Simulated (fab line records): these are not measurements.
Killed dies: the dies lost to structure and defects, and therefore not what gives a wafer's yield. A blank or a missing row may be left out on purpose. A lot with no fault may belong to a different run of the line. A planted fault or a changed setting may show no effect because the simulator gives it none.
Which tool did it? | flow n5-finfet | 22 lots, 66 wafers sampled, at 5 steps of a route of 1938

## WHAT THE GAUGES SHOWED, per wafer
N5_BEOL_M0_CUTY_INSPECT_59: inspects for defects (macro). Usual: raw-defect-count 2.2, standard deviation 1.7.
lot  | measured     | on                | raw-defect-count | flag
L075 | day 6 00:11  | defect-inspect-01 | 2 4 5            |
L077 | day 6 14:44  | defect-inspect-02 | 4 5 5            |
L078 | day 6 21:01  | defect-inspect-01 | 4 0 0            |
L079 | day 7 04:13  | defect-inspect-02 | 1 3 1            |
L080 | day 7 06:02  | defect-inspect-01 | 2 0 0            |
L081 | day 7 16:07  | defect-inspect-01 | 2 2 2            |
L082 | day 7 22:11  | defect-inspect-01 | 3 2 0            |
L083 | day 8 00:57  | defect-inspect-02 | 4 2 2            |
L084 | day 8 13:45  | defect-inspect-01 | 2 4 1            |
L085 | day 8 16:10  | defect-inspect-02 | 0 2 1            |
L086 | day 8 23:43  | defect-inspect-01 | 1 5 2            |
L087 | day 9 04:28  | defect-inspect-01 | 0 4 2            |
L088 | day 9 08:04  | defect-inspect-02 | 2 1 0            |
L089 | day 9 17:42  | defect-inspect-01 | 1 2 1            |
L090 | day 9 19:39  | defect-inspect-02 | 5 0 1            |
L091 | day 10 01:51 | defect-inspect-02 | 2 5 2            |
L092 | day 10 06:02 | defect-inspect-02 | 0 0 1            |
L093 | day 10 11:05 | defect-inspect-01 | 3 2 0            |
L094 | day 10 17:16 | defect-inspect-01 | 2 3 6            |
L095 | day 11 01:16 | defect-inspect-01 | 2 1 1            |
L096 | day 11 04:31 | defect-inspect-02 | 2 2 6            |
L097 | day 11 08:19 | defect-inspect-01 | 4 5 1            |

## EACH LOT AND THE TOOL THAT RAN IT (in order: tool; ch and the chambers of the sampled wafers; start)
lot  | N5_BEOL_M0_SAQP_SPACER1_ALD_98    | N5_BEOL_M0_SAQP_ETCH_107           | N5_BEOL_M0_SAQP_DESCUM_45          | N5_BEOL_M0_SAQP_ETCH_73
L075 | ald-sin-02 ch 0,1,3, day 5 19:32  | rie-diel-04 ch 0,2,3, day 5 20:59  | rie-diel-04 ch 0,2,3, day 5 22:49  | rie-diel-04 ch 0,2,3, day 5 22:52
L077 | ald-sin-03 ch 0,1, day 6 09:38    | rie-diel-02 ch 0,1,2, day 6 11:05  | rie-diel-02 ch 0,2,3, day 6 12:38  | rie-diel-02 ch 0,2,3, day 6 12:41
L078 | ald-sin-03 ch 1,2, day 6 16:51    | rie-diel-05 ch 0,1,3, day 6 18:22  | rie-diel-05 ch 2,3, day 6 19:47    | rie-diel-05 ch 2,3, day 6 19:50
L079 | ald-sin-02 ch 1,2,3, day 6 23:28  | rie-diel-02 ch 0,1,2, day 7 01:05  | rie-diel-05 ch 0,1,3, day 7 02:30  | rie-diel-05 ch 0,1,3, day 7 02:34
L080 | ald-sin-03 ch 0,1, day 7 00:56    | rie-diel-02 ch 0,1,2, day 7 02:29  | rie-diel-05 ch 1,2,3, day 7 04:10  | rie-diel-05 ch 1,2,3, day 7 04:13
L081 | ald-sin-02 ch 0,1,2, day 7 11:46  | rie-diel-02 ch 0,3, day 7 13:20    | rie-diel-02 ch 0,2, day 7 14:45    | rie-diel-02 ch 0,2, day 7 14:48
L082 | ald-sin-04 ch 1,2, day 7 16:52    | rie-diel-02 ch 0,2,3, day 7 18:53  | rie-diel-04 ch 1,3, day 7 20:28    | rie-diel-04 ch 1,3, day 7 20:31
L083 | ald-sin-02 ch 2,3, day 7 20:43    | rie-diel-02 ch 0,2,3, day 7 22:10  | rie-diel-02 ch 0,3, day 7 23:42    | rie-diel-02 ch 0,3, day 7 23:45
L084 | ald-sin-02 ch 0,2, day 8 06:14    | rie-diel-05 ch 1,3, day 8 07:48    | rie-diel-02 ch 0,2, day 8 12:12    | rie-diel-02 ch 0,2, day 8 12:15
L085 | ald-sin-03 ch 1,2,3, day 8 10:02  | rie-diel-05 ch 0,2, day 8 11:29    | rie-diel-02 ch 0,2,3, day 8 13:34  | rie-diel-02 ch 0,2,3, day 8 13:37
L086 | ald-sin-03 ch 1,3, day 8 17:25    | rie-diel-04 ch 1,2,3, day 8 18:51  | rie-diel-05 ch 0,3, day 8 20:30    | rie-diel-05 ch 0,3, day 8 20:34
L087 | ald-sin-03 ch 0,2, day 8 23:14    | rie-diel-04 ch 1,3, day 9 00:54    | rie-diel-05 ch 0,1,3, day 9 02:34  | rie-diel-05 ch 0,1,3, day 9 02:37
L088 | ald-sin-02 ch 0,3, day 9 03:29    | rie-diel-02 ch 1,2,3, day 9 05:00  | rie-diel-02 ch 2,3, day 9 06:32    | rie-diel-02 ch 2,3, day 9 06:36
L089 | ald-sin-03 ch 0,1,3, day 9 12:13  | rie-diel-02 ch 1,2,3, day 9 13:43  | rie-diel-02 ch 0,2,3, day 9 15:12  | rie-diel-02 ch 0,2,3, day 9 15:15
L090 | ald-sin-04 ch 1,2, day 9 14:52    | rie-diel-04 ch 2,3, day 9 16:44    | rie-diel-04 ch 2,3, day 9 18:18    | rie-diel-04 ch 2,3, day 9 18:21
L091 | ald-sin-03 ch 1,2,3, day 9 20:58  | rie-diel-05 ch 0,2,3, day 9 22:26  | rie-diel-04 ch 2,3, day 10 00:10   | rie-diel-04 ch 2,3, day 10 00:14
L092 | ald-sin-02 ch 1,3, day 10 01:30   | rie-diel-02 ch 0,2,3, day 10 02:56 | rie-diel-02 ch 1,3, day 10 04:48   | rie-diel-02 ch 1,3, day 10 04:51
L093 | ald-sin-02 ch 0,1,3, day 10 06:28 | rie-diel-04 ch 0,2, day 10 08:05   | rie-diel-02 ch 1,2,3, day 10 09:44 | rie-diel-02 ch 1,2,3, day 10 09:47
L094 | ald-sin-03 ch 0,1, day 10 12:54   | rie-diel-05 ch 1,2, day 10 14:25   | rie-diel-02 ch 2,3, day 10 15:53   | rie-diel-02 ch 2,3, day 10 15:56
L095 | ald-sin-04 ch 0,1,3, day 10 20:46 | rie-diel-04 ch 0,2, day 10 22:18   | rie-diel-02 ch 0,2,3, day 10 23:43 | rie-diel-02 ch 0,2,3, day 10 23:46
L096 | ald-sin-04 ch 1,2,3, day 10 23:52 | rie-diel-02 ch 0,1,2, day 11 01:18 | rie-diel-05 ch 1,2,3, day 11 03:10 | rie-diel-05 ch 1,2,3, day 11 03:13
L097 | ald-sin-02 ch 0,3, day 11 03:35   | rie-diel-05 ch 0,1, day 11 05:04   | rie-diel-02 ch 0,1, day 11 07:05   | rie-diel-02 ch 0,1, day 11 07:09
- N5_BEOL_M0_SAQP_SPACER1_ALD_98: deposits SiO2, target thk 12.8 nm, pulse time 1 s, purge time 2 s.
- N5_BEOL_M0_SAQP_ETCH_107: etches SiNx in CH3F/O2, target depth 30 nm.
- N5_BEOL_M0_SAQP_DESCUM_45: chemistry O2, time 7 s.
- N5_BEOL_M0_SAQP_ETCH_73: etches SiARC in CF4, target depth 19.5 nm, time 32.5 s.

## WHAT THE TOOLS THEMSELVES READ (means of the sampled wafers that have a number; where no wafer has one, the mark that the record gives instead)
N5_BEOL_M0_SAQP_SPACER1_ALD_98. Usual: heater-power-w 466 W, standard deviation 60; precursor-pulse-height-rel 1.001, standard deviation 0.021.
lot  | tool       | heater-power-w (W) | precursor-pulse-height-rel | flag
L075 | ald-sin-02 | 497                | 0.995                      |
L077 | ald-sin-03 | 485                | 0.999                      |
L078 | ald-sin-03 | 463                | 1.008                      |
L079 | ald-sin-02 | 485                | 1.003                      |
L080 | ald-sin-03 | 443                | 1.008                      |
L081 | ald-sin-02 | 516                | 1.006                      |
L082 | ald-sin-04 | 443                | 0.993                      |
L083 | ald-sin-02 | 448                | 0.994                      |
L084 | ald-sin-02 | 479                | 1.012                      |
L085 | ald-sin-03 | 459                | 0.994                      |
L086 | ald-sin-03 | 518                | 0.987                      |
L087 | ald-sin-03 | 400                | 1.026                      |
L088 | ald-sin-02 | 428                | 0.977                      |
L089 | ald-sin-03 | 489                | 1.007                      |
L090 | ald-sin-04 | 473                | 1.011                      |
L091 | ald-sin-03 | 463                | 1.001                      |
L092 | ald-sin-02 | 486                | 0.992                      |
L093 | ald-sin-02 | 480                | 1.016                      |
L094 | ald-sin-03 | 453                | 0.993                      |
L095 | ald-sin-04 | 464                | 0.983                      |
L096 | ald-sin-04 | 466                | 1.012                      |
L097 | ald-sin-02 | 467                | 1.029                      |

N5_BEOL_M0_SAQP_ETCH_107. Usual: drypump-motor-current-A 5.9 A, standard deviation 0.57; oes-product-au 0.79 a.u., standard deviation 0.093; rf-vpp-V 294 V, standard deviation 4.1; showerhead-plenum-p-Torr 2.00 Torr, standard deviation 0.07; throttle-valve-pct 16.36 %, standard deviation 0.2.
lot  | tool        | drypump-motor-current-A (A) | oes-product-au (a.u.) | rf-vpp-V (V) | showerhead-plenum-p-Torr (Torr) | throttle-valve-pct (%) | flag
L075 | rie-diel-04 | 5.5                         | 0.69                  | 298          | 2.01                            | 16.50                  |
L077 | rie-diel-02 | 6.0                         | 0.75                  | 295          | 1.96                            | 16.55                  |
L078 | rie-diel-05 | 5.8                         | 0.77                  | 294          | 1.97                            | 16.22                  |
L079 | rie-diel-02 | 6.0                         | 0.75                  | 295          | 1.96                            | 16.57                  |
L080 | rie-diel-02 | 6.0                         | 0.74                  | 294          | 1.96                            | 16.57                  |
L081 | rie-diel-02 | 6.0                         | 0.75                  | 294          | 1.96                            | 16.44                  |
L082 | rie-diel-02 | 6.1                         | 0.76                  | 293          | 1.97                            | 16.49                  |
L083 | rie-diel-02 | 6.1                         | 0.77                  | 294          | 1.97                            | 16.50                  |
L084 | rie-diel-05 | 6.1                         | 0.79                  | 295          | 1.92                            | 16.22                  |
L085 | rie-diel-05 | 5.8                         | 0.78                  | 293          | 2.03                            | 16.29                  |
L086 | rie-diel-04 | 5.5                         | 0.76                  | 295          | 2.09                            | 16.24                  |
L087 | rie-diel-04 | 5.4                         | 0.76                  | 295          | 2.09                            | 16.22                  |
L088 | rie-diel-02 | 6.4                         | 0.84                  | 295          | 2.00                            | 16.44                  |
L089 | rie-diel-02 | 6.5                         | 0.83                  | 295          | 2.00                            | 16.46                  |
L090 | rie-diel-04 | 5.6                         | 0.76                  | 295          | 2.08                            | 16.30                  |
L091 | rie-diel-05 | 6.1                         | 0.79                  | 296          | 1.98                            | 16.29                  |
L092 | rie-diel-02 | 6.1                         | 0.86                  | 295          | 2.04                            | 16.36                  |
L093 | rie-diel-04 | 5.6                         | 0.78                  | 299          | 2.05                            | 16.44                  |
L094 | rie-diel-05 | 6.2                         | 0.83                  | 289          | 1.95                            | 16.30                  |
L095 | rie-diel-04 | 5.5                         | 0.86                  | 298          | 2.05                            | 16.42                  |
L096 | rie-diel-02 | 6.0                         | 0.89                  | 295          | 2.03                            | 16.29                  |
L097 | rie-diel-05 | 5.5                         | 0.72                  | 293          | 2.01                            | 16.32                  |

N5_BEOL_M0_SAQP_DESCUM_45. Usual: drypump-motor-current-A 6.0 A, standard deviation 0.58; oes-product-au 0.81 a.u., standard deviation 0.095; rf-vpp-V 243.1 V, standard deviation 1.4; showerhead-plenum-p-Torr 2.09 Torr, standard deviation 0.07; throttle-valve-pct 20.41 %, standard deviation 0.17.
lot  | tool        | drypump-motor-current-A (A) | oes-product-au (a.u.) | rf-vpp-V (V) | showerhead-plenum-p-Torr (Torr) | throttle-valve-pct (%) | flag
L075 | rie-diel-04 | 5.5                         | 0.69                  | 243.0        | 2.10                            | 20.57                  |
L077 | rie-diel-02 | 6.1                         | 0.78                  | 242.8        | 2.06                            | 20.51                  |
L078 | rie-diel-05 | 6.4                         | 0.90                  | 242.5        | 2.05                            | 20.37                  |
L079 | rie-diel-05 | 5.8                         | 0.77                  | 242.8        | 2.07                            | 20.32                  |
L080 | rie-diel-05 | 6.1                         | 0.84                  | 242.4        | 2.04                            | 20.33                  |
L081 | rie-diel-02 | 5.6                         | 0.75                  | 242.8        | 2.01                            | 20.52                  |
L082 | rie-diel-04 | 5.5                         | 0.87                  | 244.5        | 2.22                            | 20.17                  |
L083 | rie-diel-02 | 6.0                         | 0.75                  | 242.5        | 2.05                            | 20.46                  |
L084 | rie-diel-02 | 6.2                         | 0.79                  | 243.1        | 2.06                            | 20.59                  |
L085 | rie-diel-02 | 6.1                         | 0.76                  | 243.2        | 2.05                            | 20.53                  |
L086 | rie-diel-05 | 5.7                         | 0.74                  | 243.2        | 2.11                            | 20.33                  |
L087 | rie-diel-05 | 5.8                         | 0.75                  | 242.8        | 2.06                            | 20.34                  |
L088 | rie-diel-02 | 6.6                         | 0.79                  | 242.9        | 2.09                            | 20.53                  |
L089 | rie-diel-02 | 6.1                         | 0.87                  | 243.7        | 2.14                            | 20.40                  |
L090 | rie-diel-04 | 5.6                         | 0.76                  | 245.1        | 2.18                            | 20.38                  |
L091 | rie-diel-04 | 5.5                         | 0.84                  | 244.6        | 2.22                            | 20.28                  |
L092 | rie-diel-02 | 6.3                         | 0.87                  | 243.3        | 2.05                            | 20.33                  |
L093 | rie-diel-02 | 6.5                         | 0.84                  | 242.3        | 2.07                            | 20.47                  |
L094 | rie-diel-02 | 6.7                         | 0.80                  | 242.5        | 2.09                            | 20.62                  |
L095 | rie-diel-02 | 6.1                         | 0.85                  | 243.3        | 2.13                            | 20.42                  |
L096 | rie-diel-05 | 6.2                         | 0.80                  | 241.6        | 2.02                            | 20.39                  |
L097 | rie-diel-02 | 5.4                         | 0.95                  | 243.9        | 2.16                            | 20.13                  |

N5_BEOL_M0_SAQP_ETCH_73. Usual: drypump-motor-current-A 6.0 A, standard deviation 0.58; etch-rf-on-time-s 32.7 s, standard deviation 0.84; oes-product-au 0.68 a.u., standard deviation 0.078; rf-vpp-V 183.9 V, standard deviation 1.2; showerhead-plenum-p-Torr 2.14 Torr, standard deviation 0.068; throttle-valve-pct 15.62 %, standard deviation 0.2.
lot  | tool        | drypump-motor-current-A (A) | etch-rf-on-time-s (s) | oes-product-au (a.u.) | rf-vpp-V (V) | showerhead-plenum-p-Torr (Torr) | throttle-valve-pct (%) | flag
L075 | rie-diel-04 | 5.5                         | 32.5                  | 0.59                  | 184.2        | 2.15                            | 15.75                  |
L077 | rie-diel-02 | 6.1                         | 32.9                  | 0.66                  | 184.3        | 2.11                            | 15.74                  |
L078 | rie-diel-05 | 6.4                         | 32.9                  | 0.76                  | 183.9        | 2.10                            | 15.51                  |
L079 | rie-diel-05 | 5.8                         | 32.3                  | 0.66                  | 182.6        | 2.12                            | 15.50                  |
L080 | rie-diel-05 | 6.1                         | 32.7                  | 0.71                  | 183.1        | 2.09                            | 15.50                  |
L081 | rie-diel-02 | 5.6                         | 32.5                  | 0.64                  | 183.0        | 2.07                            | 15.78                  |
L082 | rie-diel-04 | 5.4                         | 32.6                  | 0.75                  | 185.8        | 2.25                            | 15.29                  |
L083 | rie-diel-02 | 5.9                         | 32.6                  | 0.63                  | 183.1        | 2.10                            | 15.72                  |
L084 | rie-diel-02 | 6.2                         | 33.1                  | 0.66                  | 183.9        | 2.12                            | 15.84                  |
L085 | rie-diel-02 | 6.1                         | 33.1                  | 0.64                  | 182.8        | 2.11                            | 15.78                  |
L086 | rie-diel-05 | 5.8                         | 32.0                  | 0.63                  | 184.5        | 2.16                            | 15.54                  |
L087 | rie-diel-05 | 5.8                         | 32.8                  | 0.64                  | 184.3        | 2.11                            | 15.53                  |
L088 | rie-diel-02 | 6.5                         | 33.2                  | 0.67                  | 183.4        | 2.14                            | 15.78                  |
L089 | rie-diel-02 | 6.1                         | 32.6                  | 0.74                  | 185.1        | 2.19                            | 15.63                  |
L090 | rie-diel-04 | 5.6                         | 32.5                  | 0.65                  | 185.0        | 2.23                            | 15.51                  |
L091 | rie-diel-04 | 5.6                         | 32.6                  | 0.71                  | 185.4        | 2.25                            | 15.35                  |
L092 | rie-diel-02 | 6.3                         | 33.3                  | 0.72                  | 183.3        | 2.12                            | 15.57                  |
L093 | rie-diel-02 | 6.5                         | 33.1                  | 0.70                  | 183.4        | 2.14                            | 15.72                  |
L094 | rie-diel-02 | 6.6                         | 33.1                  | 0.67                  | 183.9        | 2.16                            | 15.86                  |
L095 | rie-diel-02 | 6.1                         | 32.4                  | 0.72                  | 184.5        | 2.19                            | 15.64                  |
L096 | rie-diel-05 | 6.1                         | 32.8                  | 0.68                  | 183.0        | 2.08                            | 15.56                  |
L097 | rie-diel-02 | 5.4                         | 32.0                  | 0.81                  | 184.2        | 2.22                            | 15.35                  |

## THE ANSWER, worked out from the rows above alone
Rule: a lot is off if the mean of its wafers that have a number lies more than 3 standard deviations from the usual mean. A lot without any number at a reading at which 4 lots or more have one is off too. All remaining lots with rows at the step are treated as sound. The gauges are gone through in route order, then the tools' own readings, and for those a lot's mean is taken as printed above. At the first step where some lot is off, the reading lying furthest off is the one used; lots without a number count as furthest.
None of the lots is off at any reading shown; this tells nothing.

## WHAT THE SIMULATOR HAD INSERTED
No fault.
